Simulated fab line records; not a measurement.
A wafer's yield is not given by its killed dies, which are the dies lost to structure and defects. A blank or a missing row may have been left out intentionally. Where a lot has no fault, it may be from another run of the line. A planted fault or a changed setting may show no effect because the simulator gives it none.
fab line records -- flow nand-harc
record lots=12, wafers=36, last-day=33
route steps=1302 shown A_SGD_CUT@903 A_SLIT@924 END@1302
lots that met no fault: from a run of the same line without faults
start-h: start of the lot's first displayed wafer, in hours after the record's first day -- wait-h: time in hours since the lot's previous step -- " unchanged from the row above -- L1.1+2: a row that stands for several wafers -- - no value, or no start given -- * or withheld: withheld -- < > ~ a bound
route shown NAME@n: names a module that has steps shown in the file, with the first one's number in the route -- usual: mean/standard deviation taken from wafers without a fault -- same: alike in all rows -- chamber/n: place in a boat -- sites: the reading at each site -- _std_site: standard deviation of those values -- _edge_site: the outer-site mean with the inner-site mean subtracted -- radius-mm: how far each site lies from the wafer's centre -- mask NAME#n: copy n -- behind: tool/chamber where the wafer was last shaped -- hold: the reason the lot was held/the length of the hold in hours/how it ended -- device: the n, p or np transistor that did not switch -- end of line: the route-end tests of the same wafers -- where a step has no rows: the recipe by itself -- killed: dies lost to structure and defects at the first sort, not the wafer's yield -- map: dies across one wafer; x = killed, . = not, _ = none there
set.NAME: the setting that was run; set.NAME@STEP: the one run at that earlier step -- model.NAME: the simulator's own value behind a step, which no gauge read
one table for each step of the route and one row for each wafer, over a sample of lots
services: a tool's chamber out of use, with start hour (start-h, from the record's first day; less than 0 if before it), hours out, and reason
## steps
# step NHARC_A_SGD_CUT_INSPECT_11
# usual raw-defect-count=54/28
lot.wafer,tool,chamber,start-h,wait-h,raw-defect-count
L625.1,defect-inspect-02,-,445.08,0.0,70
L625.2,defect-inspect-02,-,445.08,0.0,66
L625.5,defect-inspect-02,-,445.08,0.0,73
L626.1,defect-inspect-02,-,445.26,0.0,11
L626.3,defect-inspect-02,-,445.26,0.0,14
L626.6,defect-inspect-02,-,445.26,0.0,21
L627.1,defect-inspect-02,-,476.42,0.0,68
L627.2,defect-inspect-02,-,476.42,0.0,63
L627.5,defect-inspect-02,-,476.42,0.0,48
L631.2,defect-inspect-02,-,506.91,0.0,69
L631.4,defect-inspect-02,-,506.91,0.0,56
L631.5,defect-inspect-02,-,506.91,0.0,68
L630.2,defect-inspect-01,-,507.06,0.0,111
L630.4,defect-inspect-01,-,507.06,0.0,116
L630.5,defect-inspect-01,-,507.06,0.0,116
L639.2,defect-inspect-02,-,585.30,0.0,47
L639.4,defect-inspect-02,-,585.30,0.0,43
L639.5,defect-inspect-02,-,585.30,0.0,49
L638.3,defect-inspect-01,-,585.52,0.0,63
L638.5,defect-inspect-01,-,585.52,0.0,56
L638.6,defect-inspect-01,-,585.52,0.0,52
L640.1,defect-inspect-02,-,595.71,0.0,34
L640.2,defect-inspect-02,-,595.71,0.0,21
L640.3,defect-inspect-02,-,595.71,0.0,27
L644.1,defect-inspect-01,-,633.66,0.0,19
L644.4,defect-inspect-01,-,633.66,0.0,21
L644.5,defect-inspect-01,-,633.66,0.0,14
L645.1,defect-inspect-01,-,655.39,0.0,26
L645.4,defect-inspect-01,-,655.39,0.0,29
L645.5,defect-inspect-01,-,655.39,0.0,31
L646.4,defect-inspect-01,-,657.85,0.0,64
L646.5,defect-inspect-01,-,657.85,0.0,59
L646.6,defect-inspect-01,-,657.85,0.0,76
L647.1,defect-inspect-02,-,675.40,0.0,7
L647.3,defect-inspect-02,-,675.40,0.0,9
L647.4,defect-inspect-02,-,675.40,0.0,3
# step NHARC_A_SGD_CUT_ETCH_16
# recipe target-depth-a=3105, time-s=155.2, c4f8-flow-sccm=withheld, o2-flow-sccm=8, ar-flow-sccm=withheld, rf-w=600, bias-w=800, chemistry=C4F8/O2/Ar
# usual oes-product-au=0.966/0.018, rf-vpp-V=720/3.4
# same time-s=155.2
lot.wafer,tool,chamber,start-h,wait-h,oes-product-au,rf-hours-counter-h,rf-vpp-V
L625.1,rie-diel-03,2,-,-,0.964,13,717
L625.2,rie-diel-03,3,-,-,0.941,12,722
L625.5,rie-diel-03,1,-,-,0.968,-,725
L626.3,rie-diel-08,1,-,-,0.965,4,723
L626.1,rie-diel-08,2,-,-,0.941,4,719
L626.6,rie-diel-08,1,-,-,0.968,-,722
L627.1,rie-diel-08,3,-,-,0.950,4,721
L627.2,rie-diel-08,0,-,-,0.939,5,721
L627.5,rie-diel-08,3,-,-,0.954,-,720
L631.2,rie-diel-09,3,-,-,0.991,0,720
L631.4,rie-diel-09,0,-,-,1.005,0,716
L631.5,rie-diel-09,0,-,-,1.008,-,717
L630.4,rie-diel-03,1,-,-,0.965,3,724
L630.2,rie-diel-03,2,-,-,0.978,3,716
L630.5,rie-diel-03,2,-,-,0.986,-,719
L639.4,rie-diel-08,0,-,-,0.966,1,720
L639.2,rie-diel-08,1,-,-,0.956,1,721
L639.5,rie-diel-08,3,-,-,0.970,-,720
L638.3,rie-diel-09,0,-,-,0.982,4,716
L638.5,rie-diel-09,3,-,-,0.963,-,720
L638.6,rie-diel-09,0,-,-,0.975,-,716
L640.1,rie-diel-09,2,-,-,0.980,5,719
L640.3,rie-diel-09,0,-,-,0.995,5,716
L640.2,rie-diel-09,1,-,-,0.988,5,728
L644.1,rie-diel-09,1,-,-,0.971,7,727
L644.5,rie-diel-09,3,-,-,0.966,-,719
L644.4,rie-diel-09,1,-,-,0.975,-,727
L645.1,rie-diel-08,0,-,-,0.958,4,720
L645.4,rie-diel-08,1,-,-,0.959,5,722
L645.5,rie-diel-08,0,-,-,0.946,-,720
L646.4,rie-diel-03,2,-,-,0.985,1,719
L646.6,rie-diel-03,1,-,-,0.965,-,725
L646.5,rie-diel-03,2,-,-,0.982,-,718
L647.1,rie-diel-08,1,-,-,0.942,6,721
L647.4,rie-diel-08,2,-,-,0.964,6,716
L647.3,rie-diel-08,3,-,-,0.935,6,722
# step NHARC_A_SGD_CUT_DEP_20
# recipe target-thk-a=1500, temp-c=65, material=SiO2
lot.wafer,tool,chamber,start-h,wait-h
L625.2+1+5,fcvd-01,"0,1,1",446.25,-
L626.1+3+6,fcvd-02,"0,0,1",446.47,-
L627.1+2+5,fcvd-01,"0,1,0",477.60,-
L631.2+4+5,fcvd-02,"0,1,1",508.08,-
L630.2+4+5,fcvd-01,"0,1,0",508.27,-
L639.2+4+5,fcvd-02,"1,0,1",586.50,-
L638.3+6+5,fcvd-01,"1,1,0",586.74,-
L640.2+1+3,fcvd-02,"0,1,0",596.89,-
L644.1+4+5,fcvd-01,"1,1,0",634.98,-
L645.1+4+5,fcvd-01,1,656.62,0.1
L646.4+5+6,fcvd-01,"0,0,1",659.11,0.2
L647.1+3+4,fcvd-02,"0,1,0",677.07,-
# step NHARC_A_SGD_CUT_CMP_21
# recipe target-thk-nm=148.19
# usual motor-current-A=11.9/1.2, time-to-endpoint-s=51/4.4
lot.wafer,tool,chamber,start-h,wait-h,motor-current-A,time-to-endpoint-s
L625.2,cmp-03,2,450.89,0.4,15.0,56
L625.1,cmp-03,3,450.89,0.4,11.4,60
L625.5,cmp-03,2,450.89,0.4,12.7,56
L626.1,cmp-04,0,450.94,0.4,10.9,51
L626.3,cmp-04,1,450.94,0.4,9.6,40
L626.6,cmp-04,3,450.94,0.4,11.8,45
L627.2,cmp-02,2,482.20,0.4,12.6,53
L627.1,cmp-02,3,482.20,0.4,10.4,42
L627.5,cmp-02,3,482.20,0.4,10.8,42
L630.2,cmp-04,1,512.73,0.4,10.0,8
L630.4,cmp-04,0,512.73,0.4,11.4,16
L630.5,cmp-04,2,512.73,0.4,11.4,15
L631.2,cmp-03,3,512.73,0.4,10.8,21
L631.4,cmp-03,1,512.73,0.4,13.8,19
L631.5,cmp-03,3,512.73,0.4,11.1,21
L639.4,cmp-02,3,591.14,0.4,10.1,46
L639.2,cmp-02,1,591.14,0.4,12.3,47
L639.5,cmp-02,0,591.14,0.4,13.0,52
L638.3,cmp-04,3,591.21,0.5,11.5,50
L638.6,cmp-04,0,591.21,0.5,11.3,51
L638.5,cmp-04,1,591.21,0.5,10.2,43
L640.2,cmp-02,0,601.60,0.4,14.0,53
L640.3,cmp-02,1,601.60,0.4,12.1,48
L640.1,cmp-02,3,601.60,0.4,9.9,48
L644.1,cmp-03,0,639.78,0.4,12.8,50
L644.4,cmp-03,2,639.78,0.4,13.9,56
L644.5,cmp-03,3,639.78,0.4,11.1,54
L645.4,cmp-03,3,661.40,0.4,10.9,55
L645.1,cmp-03,1,661.40,0.4,13.5,54
L645.5,cmp-03,3,661.40,0.4,10.4,57
L646.4,cmp-04,0,661.48,0.4,11.9,56
L646.5,cmp-04,1,661.48,0.4,9.5,47
L646.6,cmp-04,2,661.48,0.4,11.6,51
L647.1,cmp-03,2,681.39,0.4,14.2,55
L647.4,cmp-03,3,681.39,0.4,10.2,56
L647.3,cmp-03,1,681.39,0.4,13.8,57
# step NHARC_A_SGD_CUT_THK_MEAS_22
# recipe thk-meas-gauge=ellipsometry
# usual thk-nm=148.0/1.6
lot.wafer,tool,chamber,start-h,wait-h,hold,thk-nm
L626.1,film-metro-01,-,451.15,0.2,-,148.3
L626.3,film-metro-01,-,451.15,0.2,-,145.2
L626.6,film-metro-01,-,451.15,0.2,-,148.9
L625.1,film-metro-02,-,451.15,0.2,-,147.9
L625.2,film-metro-02,-,451.15,0.2,-,146.4
L625.5,film-metro-02,-,451.15,0.2,-,146.7
L627.1,film-metro-01,-,482.46,0.2,-,147.2
L627.2,film-metro-01,-,482.46,0.2,-,148.3
L627.5,film-metro-01,-,482.46,0.2,-,146.6
L631.2,film-metro-01,-,512.99,0.2,await-dispo/0.2h/release,49.1
L631.4,film-metro-01,-,512.99,0.2,await-dispo/0.2h/release,52.2
L631.5,film-metro-01,-,512.99,0.2,await-dispo/0.2h/release,50.4
L631.2,film-metro-01,-,513.16,0.2,-,50.0
L631.4,film-metro-01,-,513.16,0.2,-,51.9
L631.5,film-metro-01,-,513.16,0.2,-,49.2
L630.2,film-metro-02,-,512.99,0.2,await-dispo/0.2h/release,50.7
L630.4,film-metro-02,-,512.99,0.2,await-dispo/0.2h/release,49.5
L630.5,film-metro-02,-,512.99,0.2,await-dispo/0.2h/release,51.3
L630.2,film-metro-02,-,513.16,0.2,-,49.8
L630.4,film-metro-02,-,513.16,0.2,-,50.0
L630.5,film-metro-02,-,513.16,0.2,-,50.6
L639.2,film-metro-02,-,591.39,0.2,-,150.4
L639.4,film-metro-02,-,591.39,0.2,-,147.6
L639.5,film-metro-02,-,591.39,0.2,-,147.9
L638.3,film-metro-01,-,591.40,0.2,-,147.3
L638.5,film-metro-01,-,591.40,0.2,-,143.3
L638.6,film-metro-01,-,591.40,0.2,-,148.2
L640.1,film-metro-01,-,601.86,0.2,-,150.5
L640.2,film-metro-01,-,601.86,0.2,-,149.4
L640.3,film-metro-01,-,601.86,0.2,-,149.5
L644.1,film-metro-02,-,640.02,0.2,-,146.8
L644.4,film-metro-02,-,640.02,0.2,-,148.9
L644.5,film-metro-02,-,640.02,0.2,-,147.8
L645.1,film-metro-02,-,661.66,0.2,-,147.7
L645.4,film-metro-02,-,661.66,0.2,-,149.2
L645.5,film-metro-02,-,661.66,0.2,-,151.1
L646.4,film-metro-01,-,661.66,0.2,-,148.2
L646.5,film-metro-01,-,661.66,0.2,-,146.6
L646.6,film-metro-01,-,661.66,0.2,-,151.2
L647.1,film-metro-01,-,681.64,0.2,-,149.9
L647.3,film-metro-01,-,681.64,0.2,-,150.0
L647.4,film-metro-01,-,681.64,0.2,-,148.0
# step NHARC_A_SLIT_DEP_23
# recipe target-thk-a=1000, target-thk-nm=100, temp-c=400, pressure-torr=3.5, flow-sccm=200, rf-w=350, material=SiON
# usual heater-power-w=755/85
lot.wafer,tool,chamber,start-h,wait-h,heater-power-w
L626.3,pecvd-03,1,456.74,1.9,853
L626.1,pecvd-03,2,456.74,1.9,872
L626.6,pecvd-03,1,456.74,1.9,848
L625.1,pecvd-01,1,457.22,3.2,660
L625.2,pecvd-01,2,457.22,3.2,703
L625.5,pecvd-01,0,457.22,3.2,670
L627.1,pecvd-03,2,487.86,3.2,916
L627.2,pecvd-03,1,487.86,3.2,698
L627.5,pecvd-03,1,487.86,3.2,716
L638.3,pecvd-01,0,596.05,1.9,678
L638.5,pecvd-01,2,596.05,1.9,709
L638.6,pecvd-01,0,596.05,1.9,666
L639.2,pecvd-03,1,596.16,2.6,791
L639.4,pecvd-03,2,596.16,2.6,859
L639.5,pecvd-03,0,596.16,2.6,832
L640.1,pecvd-03,0,610.17,3.2,797
L640.3,pecvd-03,1,610.17,3.2,844
L640.2,pecvd-03,2,610.17,3.2,829
L644.1,pecvd-04,0,644.82,3.1,803
L644.5,pecvd-04,1,644.82,3.1,803
L644.4,pecvd-04,2,644.82,3.1,852
L645.1,pecvd-01,2,667.75,3.2,711
L645.4,pecvd-01,1,667.75,3.2,647
L645.5,pecvd-01,2,667.75,3.2,689
L646.5,pecvd-04,2,668.92,0.7,768
L646.4,pecvd-04,0,668.92,0.7,868
L646.6,pecvd-04,1,668.92,0.7,833
L647.1,pecvd-03,2,688.20,3.2,722
L647.3,pecvd-03,0,688.20,3.2,774
L647.4,pecvd-03,0,688.20,3.2,778
# step NHARC_END_SORT_01
# recipe temp-c=25
# usual defect-limited-yield=91.2/2.6, killed-at-array=55/17, killed-at-other=0.9/1.2, killed-at-periphery=3.7/2.5, killed-dies=59/18, killed-open=3.4/1.9, killed-short=2.6/1.6, sort_bin_2_pct=3.1/1.2, sort_bin_3_pct=0.7/0.4, sort_bin_4_pct=4.9/1.4, sort-n-pass=618/18, sort-rim-yield-pct=93/3.7, sort-yield-pct=91.2/2.6
# same gross-dies=677, sort_bin_5_pct[%]=0, sort_bin_6_pct[%]=0, sort_bin_7_pct[%]=0, sort_bin_8_pct[%]=0, sort-rim-n-gross=106.00
lot.wafer,tool,chamber,start-h,wait-h,defect-limited-yield[%],killed-at-array,killed-at-other,killed-at-periphery,killed-dies,killed-open,killed-short,sort_bin_2_pct[%],sort_bin_3_pct[%],sort_bin_4_pct[%],sort-n-pass,sort-rim-yield-pct[%],sort-yield-pct[%]
L639.2,prober-02,0,705.76,2.8,89.5,64,0,7,71,5,1,3.1,1.5,5.9,606,90,89.5
L639.4,prober-02,0,707.38,3.4,93.1,42,0,5,47,2,2,3.7,0.9,2.4,630,88,93.1
L639.5,prober-02,0,708.19,3.7,90.4,50,2,13,65,4,2,4.0,0.4,5.2,612,88,90.4
L638.3,prober-01,0,706.52,3.1,92.3,50,0,2,52,4,4,3.0,0.7,4.0,625,96,92.3
L638.5,prober-01,0,708.10,3.7,92.2,46,0,7,53,0,3,2.8,0.6,4.4,624,95,92.2
L638.6,prober-01,0,708.90,4.0,91.7,53,0,3,56,5,1,3.2,0.1,4.9,621,95,91.7
L640.1,prober-01,0,739.18,2.5,89.8,60,2,7,69,7,1,3.1,0.9,6.2,608,92,89.8
L640.2,prober-01,0,739.97,2.8,93.6,38,0,5,43,6,2,2.2,0.6,3.5,634,88,93.6
L640.3,prober-01,0,740.77,3.1,91.3,50,1,8,59,4,4,3.2,0.4,5.0,618,92,91.3
L645.1,prober-02,0,778.83,2.5,94.4,31,2,5,38,5,2,1.3,0.3,4.0,639,93,94.4
L645.4,prober-02,0,781.22,3.4,93.6,40,2,1,43,4,0,1.3,0.4,4.6,634,96,93.6
L645.5,prober-02,0,782.02,3.7,93.9,35,4,2,41,4,3,1.8,0.4,3.8,636,87,93.9
L646.4,prober-01,0,781.26,3.4,89.7,66,1,3,70,4,3,4.4,0.6,5.3,607,91,89.7
L646.5,prober-01,0,782.07,3.7,89.1,70,1,3,74,3,2,5.0,0.3,5.6,603,88,89.1
L646.6,prober-01,0,782.88,4.1,89.1,69,0,5,74,4,5,4.0,1.0,5.9,603,90,89.1
# killed by level:class
L639.2 A_SLIT:chamber-film-flake=29 A_CHANNEL_HOLE_D2:chamber-film-flake=13 A_CONTACT:chamber-film-flake=6 A_CHANNEL_HOLE_D1:chamber-film-flake=5 A_STAIRCASE:chamber-film-flake=4 P_CONTACT:chamber-film-flake=3 P_GATE:chamber-film-flake=2 P_M1:geometric-particle:open=1
L638.3 A_CHANNEL_HOLE_D1:chamber-film-flake=31 A_STAIRCASE:chamber-film-flake=5 A_SLIT:chamber-film-flake=3 A_SGD_CUT:geometric-particle:short=2 P_GATE:chamber-film-flake=2 A_ONON_D1:geometric-particle:short=1 A_ONON_D1:geometric-particle:open=1 A_CHANNEL_HOLE_D1:geometric-particle:open=1
L639.4 A_SLIT:chamber-film-flake=15 A_CHANNEL_HOLE_D2:chamber-film-flake=11 A_STAIRCASE:chamber-film-flake=5 P_GATE:chamber-film-flake=3 A_CONTACT:chamber-film-flake=3 A_CHANNEL_HOLE_D1:chamber-film-flake=2 A_CHANNEL_HOLE_D1:geometric-particle:open=1 A_CHANNEL_HOLE_D1:geometric-particle:short=1
L638.5 A_CHANNEL_HOLE_D1:chamber-film-flake=32 P_CONTACT:chamber-film-flake=5 A_CONTACT:chamber-film-flake=4 A_SLIT:chamber-film-flake=2 A_CHANNEL_FILL_D1:chamber-film-flake=2 A_STAIRCASE:chamber-film-flake=2 P_GATE:geometric-particle:short=1 A_DECK1_JOINT:geometric-particle:short=1
L639.5 A_SLIT:chamber-film-flake=13 A_CHANNEL_HOLE_D2:chamber-film-flake=13 A_CHANNEL_HOLE_D1:chamber-film-flake=11 P_CONTACT:chamber-film-flake=7 A_STAIRCASE:chamber-film-flake=5 P_GATE:chamber-film-flake=4 THIN_TSV:chamber-film-flake=2 A_ONON_D1:geometric-particle:open=1
L638.6 A_CHANNEL_HOLE_D1:chamber-film-flake=34 A_CONTACT:chamber-film-flake=5 A_SGD_CUT:geometric-particle:open=3 P_CONTACT:chamber-film-flake=2 A_CHANNEL_HOLE_D2:chamber-film-flake=2 A_CHANNEL_FILL_D2:chamber-film-flake=2 A_SLIT:chamber-film-flake=2 A_ONON_D2:geometric-particle:open=1
L640.1 A_SLIT:chamber-film-flake=33 A_CHANNEL_HOLE_D1:chamber-film-flake=8 A_CHANNEL_HOLE_D2:chamber-film-flake=5 P_CONTACT:geometric-particle:open=3 A_CONTACT:chamber-film-flake=3 P_M1:chamber-film-flake=2 A_DECK1_JOINT:chamber-film-flake=2 A_WL_FILL:chamber-film-flake=2
L640.2 A_SLIT:chamber-film-flake=16 A_CHANNEL_HOLE_D1:chamber-film-flake=5 P_GATE:chamber-film-flake=3 A_CONTACT:chamber-film-flake=3 A_CHANNEL_HOLE_D2:chamber-film-flake=2 A_WL_FILL:chamber-film-flake=2 A_ONON_D1:geometric-particle:short=1 A_CHANNEL_FILL_D1:geometric-particle:short=1
L640.3 A_SLIT:chamber-film-flake=26 A_CHANNEL_HOLE_D1:chamber-film-flake=8 A_CONTACT:chamber-film-flake=4 P_GATE:chamber-film-flake=3 A_CHANNEL_HOLE_D2:chamber-film-flake=3 P_M1:chamber-film-flake=2 A_STAIRCASE:chamber-film-flake=2 P_STI:geometric-particle:open=1
L645.1 A_CHANNEL_HOLE_D1:chamber-film-flake=10 A_SLIT:chamber-film-flake=9 P_M1:chamber-film-flake=2 A_DECK1_JOINT:chamber-film-flake=2 A_STAIRCASE:chamber-film-flake=2 A_CONTACT:chamber-film-flake=2 HYBRID_BOND:chamber-film-flake=2 P_GATE:geometric-particle:open=1
L645.4 A_CHANNEL_HOLE_D1:chamber-film-flake=18 A_SLIT:chamber-film-flake=9 A_CONTACT:chamber-film-flake=4 A_DECK1_JOINT:chamber-film-flake=2 A_STAIRCASE:chamber-film-flake=2 HYBRID_BOND:chamber-film-flake=2 P_M1:geometric-particle:open=1 A_CHANNEL_FILL_D1:geometric-particle:open=1
L646.4 A_SLIT:chamber-film-flake=35 A_CHANNEL_HOLE_D2:chamber-film-flake=16 A_CHANNEL_HOLE_D1:chamber-film-flake=5 A_CONTACT:chamber-film-flake=4 P_CONTACT:geometric-particle:open=2 A_ONON_D1:geometric-particle:open=2 A_ONON_D2:geometric-particle:short=2 A_SOURCE_PLATE:geometric-particle:short=1
L645.5 A_CHANNEL_HOLE_D1:chamber-film-flake=11 A_SLIT:chamber-film-flake=8 A_DECK1_JOINT:chamber-film-flake=4 A_CHANNEL_FILL_D1:geometric-particle:open=2 A_STAIRCASE:chamber-film-flake=2 A_CONTACT:chamber-film-flake=2 HYBRID_BOND:chamber-film-flake=2 THIN_TSV:chamber-film-flake=2
L646.5 A_CHANNEL_HOLE_D2:chamber-film-flake=26 A_SLIT:chamber-film-flake=19 A_CHANNEL_HOLE_D1:chamber-film-flake=11 A_CONTACT:chamber-film-flake=6 A_DECK1_JOINT:chamber-film-flake=3 P_STI:chamber-film-flake=2 P_BONDPAD:geometric-particle:open=1 A_CHANNEL_FILL_D1:geometric-particle:short=1
L646.6 A_SLIT:chamber-film-flake=31 A_CHANNEL_HOLE_D2:chamber-film-flake=17 A_CHANNEL_HOLE_D1:chamber-film-flake=8 A_ONON_D2:geometric-particle:short=2 A_ONON_D2:geometric-particle:open=2 P_STI:chamber-film-flake=2 A_CONTACT:chamber-film-flake=2 P_GATE:geometric-particle:open=1
## services
tool,chamber,start-h,hours,kind
cmp-04,-,424.42,1.1,repair
pecvd-03,1,428.01,2.1,repair
rie-diel-08,3,447.71,15.0,repair
fcvd-02,-,450.00,13.0,pm
cmp-03,-,456.37,4.0,pm
rie-diel-09,-,491.30,1.5,repair
rie-diel-09,-,497.31,9.0,pm
cmp-04,-,503.08,4.0,pm
rie-diel-09,-,517.32,0.3,repair
rie-diel-09,3,533.60,1.4,repair
cmp-03,-,541.63,3.1,repair
rie-diel-08,-,544.85,9.0,pm
pecvd-03,-,547.00,13.0,pm
fcvd-01,-,547.01,13.0,pm
cmp-03,-,554.37,4.0,pm
fcvd-02,0,566.95,3.5,repair
pecvd-03,0,571.66,3.6,repair
fcvd-01,-,595.40,14.3,repair
fcvd-02,-,609.00,2.0,repair
cmp-03,-,624.30,2.3,repair
fcvd-02,-,631.00,13.0,pm
cmp-03,-,638.98,0.4,repair
cmp-03,-,652.37,4.0,pm
fcvd-01,0,666.52,2.6,repair
## key
first-sign step=NHARC_A_SGD_CUT_CMP_21, reading=time-to-endpoint-s, direction=down, sigmas=7.8, usual=*, struck=*
effect step=NHARC_A_SGD_CUT_THK_MEAS_22, reading=visit, direction=added
effect step=NHARC_A_SGD_CUT_THK_MEAS_22, reading=thk-nm, direction=down, sigmas=59, usual=148.0, struck=50.5
met-at NHARC_A_SGD_CUT_DEP_20
struck-lots L630,L631
scrapped-behind NHARC_A_SGD_CUT_THK_MEAS_22 L630.2,L630.4,L630.5,L631.2,L631.4,L631.5
not-acting-at NHARC_A_SGD_CUT_INSPECT_11,NHARC_A_SGD_CUT_ETCH_16,NHARC_A_SLIT_DEP_23
onset-between 477.60 508.08
fault kind=skipped-step-whole, tool=fcvd-01,fcvd-02, chamber=-, onset-h=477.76, steps=NHARC_A_SGD_CUT_DEP_20, scope=struck-lots-only
